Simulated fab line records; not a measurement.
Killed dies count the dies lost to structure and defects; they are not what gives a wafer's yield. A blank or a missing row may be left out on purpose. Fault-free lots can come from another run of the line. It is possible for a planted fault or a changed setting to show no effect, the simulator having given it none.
Chamber matching -- flow nand harc -- 4 sister chambers for NHARC_A_STAIRCASE_TRIM_20 on rie diel-12
The step chemistry O2, time 211.2 s. 16 wafers are shown with their chamber, then 8 later ones without.

EACH WAFER AND ITS CHAMBER
wafer,chamber,drypump motor current A (A),showerhead plenum p Torr (Torr),throttle valve pct (%)
L074.3,0,6.4,3.41,17.024
L074.4,1,6.1,3.70,17.042
L074.5,1,6.0,3.70,17.043
L075.1,1,6.0,3.70,17.045
L075.3,0,6.4,3.41,17.035
L075.6,1,6.0,3.70,17.041
L077.1,0,6.4,3.41,17.040
L077.3,3,6.1,3.68,17.043
L077.5,0,6.4,3.41,17.039
L079.1,3,6.1,3.67,17.043
L079.2,1,6.0,3.70,17.039
L079.6,0,6.4,3.41,17.027
L080.1,2,5.2,3.31,17.049
L080.4,3,6.1,3.67,17.034
L080.5,1,6.0,3.69,17.026
L092.2,0,6.4,3.39,17.048

SIGNATURES (means of the wafers above)
reading,chamber 0,chamber 1,chamber 2,chamber 3,scatter within a chamber
drypump motor current A,6.400,6.017,5.200,6.100,0.0264
showerhead plenum p Torr,3.4067,3.6983,3.3100,3.6733,0.00635
throttle valve pct,17.03550,17.03933,17.04900,17.04000,0.00753
Rule: a wafer's distance from a chamber is the root of the sum, over the readings, of the square of ((its reading less the chamber's mean) divided by the reading's scatter). If the next closest chamber is less than 2 further off than the closest, the wafer can't be placed; otherwise it belongs to the closest. The scatter: take each reading less its chamber's mean, square it, sum over the shown wafers, divide by the number of wafers less the number of chambers, and take the root.

WAFERS WITHOUT THEIR CHAMBER
wafer,drypump motor current A (A),showerhead plenum p Torr (Torr),throttle valve pct (%)
L092.4,6.0,3.68,17.048
L092.5,6.0,3.69,17.031
L086.1,5.2,3.29,17.033
L086.2,6.0,3.68,17.031
L086.6,6.1,3.66,17.038
L093.3,6.4,3.39,17.036
L093.4,6.1,3.65,17.026
L093.6,5.2,3.29,17.033

WHICH CHAMBER EACH ONE RAN IN
wafer,from the rows above,in truth
L092.4,can't be placed: 1 or 3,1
L092.5,1,1
L086.1,2,2
L086.2,can't be placed: 1 or 3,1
L086.6,3,3
L093.3,0,0
L093.4,3,3
L093.6,2,2
Correctly placed: 6 of 8. These rows do not allow placing 2 (true chamber among the candidates in 2). Wrongly placed: 0.
